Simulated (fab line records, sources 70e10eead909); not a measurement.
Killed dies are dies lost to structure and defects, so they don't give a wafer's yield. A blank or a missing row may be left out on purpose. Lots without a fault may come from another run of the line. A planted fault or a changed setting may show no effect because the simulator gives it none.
Tool commonality check | flow nand_harc | 1 lot, 3 wafers sampled

WHY IT WAS OPENED
At NHARC_END_SORT_01 the reading killed_at_periphery is flagged on 1 of 1 lot. Wafers without a fault read 3.2, standard deviation 2.2.
Rule: a lot is flagged when every wafer of it that has a number lies more than 4 standard deviations from that mean, or none has a number. The other lots count as sound.

lot  | measured     | on        | killed_at_periphery, wafer by wafer | flag
L198 | day 21 02:30 | prober-02 | 662 651 653                         | FLAGGED
The numbers of the flagged lots are 655.3 on average: +652.1 against the usual, or +99 or more standard deviations.

WHICH TOOL RAN EACH LOT
The record holds 2 process steps before the reading, out of a route of 1159 steps. In each cell: the tool, then ch and the chambers that the sampled wafers went through, then the start.
lot  | flag    | NHARC_P_ZERO_WELL_EXPOSE_21      | NHARC_P_ZERO_WELL_DESCUM_26
L198 | FLAGGED | krf_scanner-01 ch 0, day 3 08:26 | rie_diel-05 ch 0,2, day 3 08:44
What these steps do:
- NHARC_P_ZERO_WELL_EXPOSE_21: exposes mask P NWELL, target cd 720 nm.
- NHARC_P_ZERO_WELL_DESCUM_26: chemistry O2, time 3 s.
- NHARC_END_SORT_01

FLAGGED OVER TOTAL, TOOL BY TOOL (the gauges that took the reading come last)
step                        | tool           | lots run | flagged | share of the flagged lots | sound lots run after its first flagged lot
NHARC_P_ZERO_WELL_EXPOSE_21 | krf_scanner-01 | 1        | 1       | all                       | 0
NHARC_P_ZERO_WELL_DESCUM_26 | rie_diel-05    | 1        | 1       | all                       | 0
NHARC_END_SORT_01           | prober-02      | 1        | 1       | all                       | 0

WHAT THE TABLE ALLOWS
3 rows of the table ran every flagged lot: krf_scanner-01 at NHARC_P_ZERO_WELL_EXPOSE_21, rie_diel-05 at NHARC_P_ZERO_WELL_DESCUM_26, prober-02 at NHARC_END_SORT_01.
- krf_scanner-01 at NHARC_P_ZERO_WELL_EXPOSE_21: 1 of its 1 lot flagged. It ran no sound lot before its first flagged lot in this sample, so the start can't be narrowed down.
- rie_diel-05 at NHARC_P_ZERO_WELL_DESCUM_26: 1 of its 1 lot flagged. It ran no sound lot before its first flagged lot in this sample, so the start can't be narrowed down.
- prober-02 at NHARC_END_SORT_01: 1 of its 1 lot flagged. It ran no sound lot before its first flagged lot in this sample, so the start can't be narrowed down.
Counting lots can't tell these 3 tools apart, because each fits a fault that began at some hour. More lots, or a look at what each step does to the wafer, might.

WHAT THE SIMULATOR HAD PUT IN
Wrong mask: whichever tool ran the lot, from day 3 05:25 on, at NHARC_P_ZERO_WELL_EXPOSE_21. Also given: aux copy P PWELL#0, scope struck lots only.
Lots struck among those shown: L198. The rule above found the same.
